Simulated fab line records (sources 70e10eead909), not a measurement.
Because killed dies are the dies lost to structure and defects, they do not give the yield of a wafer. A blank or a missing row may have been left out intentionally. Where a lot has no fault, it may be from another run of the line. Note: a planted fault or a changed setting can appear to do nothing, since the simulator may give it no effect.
Shared-tool check || flow nand-harc || Sampled: 10 lots, 30 wafers

== REASON FOR OPENING ==
Flagged at NHARC_A_CHANNEL_HOLE_D2_CD_MEAS_10: reading cd-nm, on 2 of 10 lots. No-fault wafers: 100.0 nm, standard deviation 0.57.
Rule: a lot gets a flag if all its wafers with a number sit over 4 standard deviations from that mean, or if no wafer of it has a number. All remaining lots are regarded as sound.

{"lot": "L735", "measured": "day 13 03:44", "on": "cd-sem-01", "cd-nm (nm), wafer by wafer": "100.2 100.8 100.0", "flag": ""}
{"lot": "L737", "measured": "day 14 01:52", "on": "cd-sem-01", "cd-nm (nm), wafer by wafer": "100.6 100.2 100.5", "flag": ""}
{"lot": "L739", "measured": "day 14 15:45", "on": "cd-sem-02", "cd-nm (nm), wafer by wafer": "100.6 100.0 100.7", "flag": ""}
{"lot": "L744", "measured": "day 16 20:04", "on": "cd-sem-01", "cd-nm (nm), wafer by wafer": "103.6 104.1 103.9", "flag": "FLAGGED"}
{"lot": "L747", "measured": "day 17 23:21", "on": "cd-sem-01", "cd-nm (nm), wafer by wafer": "104.3 105.3 104.3", "flag": "FLAGGED"}
{"lot": "L751", "measured": "day 19 10:37", "on": "cd-sem-01", "cd-nm (nm), wafer by wafer": "100.3 100.6 100.5", "flag": ""}
{"lot": "L754", "measured": "day 20 21:10", "on": "cd-sem-01", "cd-nm (nm), wafer by wafer": "99.3 100.5 99.4", "flag": ""}
{"lot": "L755", "measured": "day 21 18:52", "on": "cd-sem-01", "cd-nm (nm), wafer by wafer": "101.2 100.2 100.7", "flag": ""}
{"lot": "L757", "measured": "day 21 20:45", "on": "cd-sem-03", "cd-nm (nm), wafer by wafer": "99.6 100.1 100.5", "flag": ""}
{"lot": "L758", "measured": "day 22 08:54", "on": "cd-sem-03", "cd-nm (nm), wafer by wafer": "99.3 99.9 99.6", "flag": ""}
Average over the flagged lots: 104.2 nm; offset from the usual +4.2 nm, equal to +7 standard deviations.

== EACH LOT AND THE TOOL IT RAN ON ==
The record holds 1 process step before the reading, out of a route of 1302 steps. Cell contents, in order: the tool; ch with the chambers the sampled wafers went through; the start.
{"lot": "L735", "flag": "", "NHARC_A_CHANNEL_HOLE_D2_PEB_08": "litho-track-01 ch 0, day 13 03:39"}
{"lot": "L737", "flag": "", "NHARC_A_CHANNEL_HOLE_D2_PEB_08": "litho-track-06 ch 0, day 14 01:47"}
{"lot": "L739", "flag": "", "NHARC_A_CHANNEL_HOLE_D2_PEB_08": "litho-track-06 ch 0, day 14 15:40"}
{"lot": "L744", "flag": "FLAGGED", "NHARC_A_CHANNEL_HOLE_D2_PEB_08": "litho-track-06 ch 0, day 16 19:59"}
{"lot": "L747", "flag": "FLAGGED", "NHARC_A_CHANNEL_HOLE_D2_PEB_08": "litho-track-06 ch 0, day 17 23:16"}
{"lot": "L751", "flag": "", "NHARC_A_CHANNEL_HOLE_D2_PEB_08": "litho-track-01 ch 0, day 19 10:32"}
{"lot": "L754", "flag": "", "NHARC_A_CHANNEL_HOLE_D2_PEB_08": "litho-track-01 ch 0, day 20 21:05"}
{"lot": "L755", "flag": "", "NHARC_A_CHANNEL_HOLE_D2_PEB_08": "litho-track-06 ch 0, day 21 18:47"}
{"lot": "L757", "flag": "", "NHARC_A_CHANNEL_HOLE_D2_PEB_08": "litho-track-01 ch 0, day 21 20:40"}
{"lot": "L758", "flag": "", "NHARC_A_CHANNEL_HOLE_D2_PEB_08": "litho-track-04 ch 0, day 22 08:49"}
What these steps do:
- NHARC_A_CHANNEL_HOLE_D2_PEB_08: peb time 65 s.
- NHARC_A_CHANNEL_HOLE_D2_CD_MEAS_10: target cd 100 nm.

== FLAGGED OVER TOTAL, TOOL BY TOOL (the gauges that took the reading come last) ==
{"step": "NHARC_A_CHANNEL_HOLE_D2_PEB_08", "tool": "litho-track-01", "lots run": 4, "flagged": 0, "share of the flagged lots": "none", "sound lots run after its first flagged lot": "-"}
{"step": "NHARC_A_CHANNEL_HOLE_D2_PEB_08", "tool": "litho-track-04", "lots run": 1, "flagged": 0, "share of the flagged lots": "none", "sound lots run after its first flagged lot": "-"}
{"step": "NHARC_A_CHANNEL_HOLE_D2_PEB_08", "tool": "litho-track-06", "lots run": 5, "flagged": 2, "share of the flagged lots": "all", "sound lots run after its first flagged lot": "1 (L755)"}
{"step": "NHARC_A_CHANNEL_HOLE_D2_CD_MEAS_10", "tool": "cd-sem-01", "lots run": 7, "flagged": 2, "share of the flagged lots": "all", "sound lots run after its first flagged lot": "3 (L751,L754,L755)"}
{"step": "NHARC_A_CHANNEL_HOLE_D2_CD_MEAS_10", "tool": "cd-sem-02", "lots run": 1, "flagged": 0, "share of the flagged lots": "none", "sound lots run after its first flagged lot": "-"}
{"step": "NHARC_A_CHANNEL_HOLE_D2_CD_MEAS_10", "tool": "cd-sem-03", "lots run": 2, "flagged": 0, "share of the flagged lots": "none", "sound lots run after its first flagged lot": "-"}

== WHAT THE TABLE PERMITS ==
Table rows that saw every flagged lot: 2, namely litho-track-06 at NHARC_A_CHANNEL_HOLE_D2_PEB_08 and cd-sem-01 at NHARC_A_CHANNEL_HOLE_D2_CD_MEAS_10.
- litho-track-06 at NHARC_A_CHANNEL_HOLE_D2_PEB_08 ran 5 lots, 2 of them flagged. Sound lots followed the first flagged one (L755) on it, something a lasting fault affecting the whole tool could not allow. Its own readings lie more than 4 standard deviations out on every wafer of the flagged lots: heater-power-total-W, plate-temp-C.
- cd-sem-01 at NHARC_A_CHANNEL_HOLE_D2_CD_MEAS_10 ran 7 lots, 2 of them flagged. Sound lots followed the first flagged one (L751, L754, L755) on it, something a lasting fault affecting the whole tool could not allow.
No row of the table ran every flagged lot and no sound lot after the first.

== WHAT THE SIMULATOR HAD INSERTED ==
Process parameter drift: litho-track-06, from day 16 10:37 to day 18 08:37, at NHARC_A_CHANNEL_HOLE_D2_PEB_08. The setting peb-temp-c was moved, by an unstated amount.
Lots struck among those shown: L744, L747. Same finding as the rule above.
